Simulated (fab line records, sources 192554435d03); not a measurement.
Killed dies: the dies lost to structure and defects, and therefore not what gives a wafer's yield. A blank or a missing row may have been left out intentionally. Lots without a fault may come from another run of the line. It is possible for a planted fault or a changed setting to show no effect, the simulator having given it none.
Struck lot and sound lot, side by side ; flow n5-finfet ; 15 out of 1938 route steps
Sound: the wafers L881.1, L881.5, L881.6. Struck: wafer L885.4. (L885.2, L885.3 of the same lot were not struck and are left out.) The cause comes at the end.
For every step that has rows: the tool of each side, followed by ch and its chambers, followed by its first start. Under that, the readings that differ: sound wafers ; struck wafers ; difference of the means ; sigmas: that difference in standard deviations of wafers without a fault.
alike: words and numbers the same on both sides, and readings whose means are apart by under 2 such deviations; not compared: readings that were withheld, readings missing a value for some wafer, numbers with overlapping values and no deviation given by the record, and bounds like >300 which may hide the same value.
Wherever a step has rows on one side only, a row that says differs or no value, or a row with sigmas, the two part there. When numbers do not overlap yet have no deviation, they are printed without sigmas and do not part them. A reading that every wafer of one side lacks parts them only if that side has two wafers or more.

first, 7 steps without rows for these wafers: N5_MOL_CONTACT_COAG_COAT_64 (time 60 s, resist thk 10 nm); N5_MOL_CONTACT_COAG_COAT_34 (resist thk 40 nm); N5_MOL_CONTACT_COAG_EBR_36; N5_MOL_CONTACT_COAG_SOFTBAKE_35 (time 60 s); N5_MOL_CONTACT_COAG_EXPOSE_37 (exposes mask VD, defocus 0 nm); N5_MOL_CONTACT_COAG_PEB_38 (peb time 60 s); N5_MOL_CONTACT_COAG_DEVELOP_39 (develop time 30 s).
N5_MOL_CONTACT_COAG_CD_MEAS_40: target cd 25.1 nm.
  sound on cd-sem-03 ch 0, day 7 09:59; struck on cd-sem-01 ch 0, day 8 14:53
  alike: cd-nm
N5_MOL_CONTACT_COAG_OVL_MEAS_41:
  sound on overlay-01 ch 0, day 7 10:01; struck on overlay-02 ch 0, day 8 14:56
  alike: VD_OVL
N5_MOL_CONTACT_COAG_INSPECT_42: inspects for defects (brightfield).
  sound on defect-inspect-02, day 7 10:04; struck on defect-inspect-02, day 8 14:59
  alike: raw-defect-count
N5_MOL_CONTACT_COAG_DESCUM_45: chemistry O2, time 7 s.
  sound on rie-diel-05 ch 1,2,3, day 7 10:07; struck on rie-diel-05 ch 0, day 8 15:01
  alike: chamber-pressure-mTorr, drypump-motor-current-A, oes-product-au, rf-vpp-V, showerhead-plenum-p-Torr, throttle-valve-pct
  not compared: rf-hours-counter-h
N5_MOL_CONTACT_COAG_ETCH_65: etches underlayer in N2/H2, target depth 13 nm, time 10.4 s.
  sound on rie-diel-05 ch 1,2,3, day 7 10:08; struck on rie-diel-05 ch 0, day 8 15:03
  alike: chamber-pressure-mTorr, drypump-motor-current-A, etch-rf-on-time-s, oes-product-au, rf-vpp-V, showerhead-plenum-p-Torr, throttle-valve-pct
  not compared: rf-hours-counter-h
N5_MOL_CONTACT_COAG_ETCH_66: etches SiARC in CF4, target depth 13 nm, time 21.7 s.
  sound on rie-diel-05 ch 1,2,3, day 7 10:10; struck on rie-diel-05 ch 0, day 8 15:04
reading;sound;struck;difference;sigmas
etch-rf-on-time-s (s);22.0 21.6 21.2;14.7;-6.9;-16
  alike: chamber-pressure-mTorr, drypump-motor-current-A, oes-product-au, rf-vpp-V, showerhead-plenum-p-Torr, throttle-valve-pct
  not compared: rf-hours-counter-h
N5_MOL_CONTACT_COAG_ALD_133: deposits SiO2, target thk 5 nm, pulse time 1 s, co reactant pulse time 1 s.
  sound on ald-sin-02 ch 1,2, day 7 11:23; struck on ald-sin-04 ch 3, day 8 15:39
  alike: heater-power-w, precursor-pulse-height-rel
-- record jumps: 3 days separate the struck wafers' starts on either side; left off in module MOL_CONTACT_COAG, taken up again in module BEOL_M4, whose first shown step is the route's number 1111 --
N5_BEOL_M4_RC_MEAS_101:
  sound on prober-02 ch 0, day 10 02:06; struck on prober-02 ch 0, day 11 07:17
reading;sound;struck;difference;sigmas
DIBL_N (mV/V);36.0 36.2 35.4;39.8;+3.9;+2
IOFF_N (nA/um);0.134 0.143 0.123;0.235;+0.102;+4
IOFF_P (nA/um);0.21 0.20 0.20;0.31;+0.11;+3
SS_N (mV/dec);71.1 70.4 71.1;73.0;+2.1;+3
VT_N (mV);253 251 253;245;-7;-2
  alike: DIBL_P, ION_N, ION_P, SS_P, VT_P

## WHERE THEY PART
Last at N5_BEOL_M4_RC_MEAS_101 as far as this record goes, first at N5_MOL_CONTACT_COAG_ETCH_66.

WHY: whatever the simulator had introduced
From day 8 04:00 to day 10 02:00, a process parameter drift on rie-diel-05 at N5_MOL_CONTACT_COAG_ETCH_66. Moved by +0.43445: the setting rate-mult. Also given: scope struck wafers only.
